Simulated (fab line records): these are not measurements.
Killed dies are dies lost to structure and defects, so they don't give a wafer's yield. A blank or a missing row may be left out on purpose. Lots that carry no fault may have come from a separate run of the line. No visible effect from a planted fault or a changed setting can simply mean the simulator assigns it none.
Matching of chambers || flow n5 finfet || rie si-01 running N5_FIN_SAQP_FIN_ETCH_36: 4 sister chambers
The step etches the open film in HBr/Cl2/O2, target depth 120 nm, time 50.4 s. 16 wafers are shown with their chamber, then 8 later ones without.

EACH WAFER AND ITS CHAMBER
{"wafer": "L077.1", "chamber": 0, "drypump motor current A (A)": 5.3, "throttle valve pct (%)": 36.20, "he backside leak sccm (sccm)": 2.92}
{"wafer": "L077.3", "chamber": 3, "drypump motor current A (A)": 6.6, "throttle valve pct (%)": 36.25, "he backside leak sccm (sccm)": 3.02}
{"wafer": "L077.6", "chamber": 1, "drypump motor current A (A)": 5.3, "throttle valve pct (%)": 35.96, "he backside leak sccm (sccm)": 2.70}
{"wafer": "L078.2", "chamber": 2, "drypump motor current A (A)": 5.7, "throttle valve pct (%)": 35.65, "he backside leak sccm (sccm)": 2.30}
{"wafer": "L078.4", "chamber": 1, "drypump motor current A (A)": 5.3, "throttle valve pct (%)": 35.94, "he backside leak sccm (sccm)": 2.73}
{"wafer": "L078.5", "chamber": 3, "drypump motor current A (A)": 6.7, "throttle valve pct (%)": 36.26, "he backside leak sccm (sccm)": 2.99}
{"wafer": "L082.1", "chamber": 1, "drypump motor current A (A)": 5.4, "throttle valve pct (%)": 35.94, "he backside leak sccm (sccm)": 2.75}
{"wafer": "L082.3", "chamber": 3, "drypump motor current A (A)": 6.6, "throttle valve pct (%)": 36.25, "he backside leak sccm (sccm)": 3.13}
{"wafer": "L082.5", "chamber": 1, "drypump motor current A (A)": 5.3, "throttle valve pct (%)": 35.94, "he backside leak sccm (sccm)": 2.79}
{"wafer": "L083.1", "chamber": 1, "drypump motor current A (A)": 5.3, "throttle valve pct (%)": 35.94, "he backside leak sccm (sccm)": 2.64}
{"wafer": "L083.5", "chamber": 1, "drypump motor current A (A)": 5.3, "throttle valve pct (%)": 35.95, "he backside leak sccm (sccm)": 2.67}
{"wafer": "L083.6", "chamber": 0, "drypump motor current A (A)": 5.3, "throttle valve pct (%)": 36.16, "he backside leak sccm (sccm)": 2.81}
{"wafer": "L085.3", "chamber": 0, "drypump motor current A (A)": 5.3, "throttle valve pct (%)": 36.17, "he backside leak sccm (sccm)": 3.01}
{"wafer": "L085.5", "chamber": 2, "drypump motor current A (A)": 5.7, "throttle valve pct (%)": 35.62, "he backside leak sccm (sccm)": 2.40}
{"wafer": "L085.6", "chamber": 1, "drypump motor current A (A)": 5.3, "throttle valve pct (%)": 35.95, "he backside leak sccm (sccm)": 2.57}
{"wafer": "L088.1", "chamber": 3, "drypump motor current A (A)": 6.7, "throttle valve pct (%)": 36.24, "he backside leak sccm (sccm)": 3.03}

SIGNATURES (averages over the wafers above)
{"reading": "drypump motor current A", "chamber 0": 5.300, "chamber 1": 5.314, "chamber 2": 5.700, "chamber 3": 6.650, "scatter within a chamber": 0.0393}
{"reading": "throttle valve pct", "chamber 0": 36.1767, "chamber 1": 35.9457, "chamber 2": 35.6350, "chamber 3": 36.2500, "scatter within a chamber": 0.0125}
{"reading": "he backside leak sccm", "chamber 0": 2.9133, "chamber 1": 2.6929, "chamber 2": 2.3500, "chamber 3": 3.0425, "scatter within a chamber": 0.0757}
Rule: for each reading, subtract the chamber's mean from the wafer's reading, divide by that reading's scatter and square the result; add these up over the readings and take the root, which gives the wafer's distance from the chamber. The wafer belongs to the nearest chamber; if the next one is less than 2 further off, it can't be placed. The scatter: take each reading less its chamber's mean, square it, sum over the shown wafers, divide by the number of wafers less the number of chambers, and take the root.

WAFERS WHOSE CHAMBER IS MISSING
{"wafer": "L088.4", "drypump motor current A (A)": 5.2, "throttle valve pct (%)": 36.19, "he backside leak sccm (sccm)": 2.89}
{"wafer": "L088.5", "drypump motor current A (A)": 5.3, "throttle valve pct (%)": 35.95, "he backside leak sccm (sccm)": 2.53}
{"wafer": "L091.3", "drypump motor current A (A)": 6.7, "throttle valve pct (%)": 36.26, "he backside leak sccm (sccm)": 3.03}
{"wafer": "L091.4", "drypump motor current A (A)": 5.3, "throttle valve pct (%)": 36.16, "he backside leak sccm (sccm)": 2.91}
{"wafer": "L091.6", "drypump motor current A (A)": 5.3, "throttle valve pct (%)": 35.92, "he backside leak sccm (sccm)": 2.57}
{"wafer": "L093.3", "drypump motor current A (A)": 6.7, "throttle valve pct (%)": 36.24, "he backside leak sccm (sccm)": 2.93}
{"wafer": "L093.4", "drypump motor current A (A)": 5.3, "throttle valve pct (%)": 35.93, "he backside leak sccm (sccm)": 2.71}
{"wafer": "L093.6", "drypump motor current A (A)": 5.8, "throttle valve pct (%)": 35.64, "he backside leak sccm (sccm)": 2.41}

WHICH CHAMBER EACH ONE RAN IN
{"wafer": "L088.4", "from the rows above": 0, "in truth": 0}
{"wafer": "L088.5", "from the rows above": 1, "in truth": 1}
{"wafer": "L091.3", "from the rows above": 3, "in truth": 3}
{"wafer": "L091.4", "from the rows above": 0, "in truth": 0}
{"wafer": "L091.6", "from the rows above": 1, "in truth": 1}
{"wafer": "L093.3", "from the rows above": 3, "in truth": 3}
{"wafer": "L093.4", "from the rows above": 1, "in truth": 1}
{"wafer": "L093.6", "from the rows above": 2, "in truth": 2}
8 of 8 placed correctly. From these rows, 0 cannot be placed. Placed wrongly: 0.
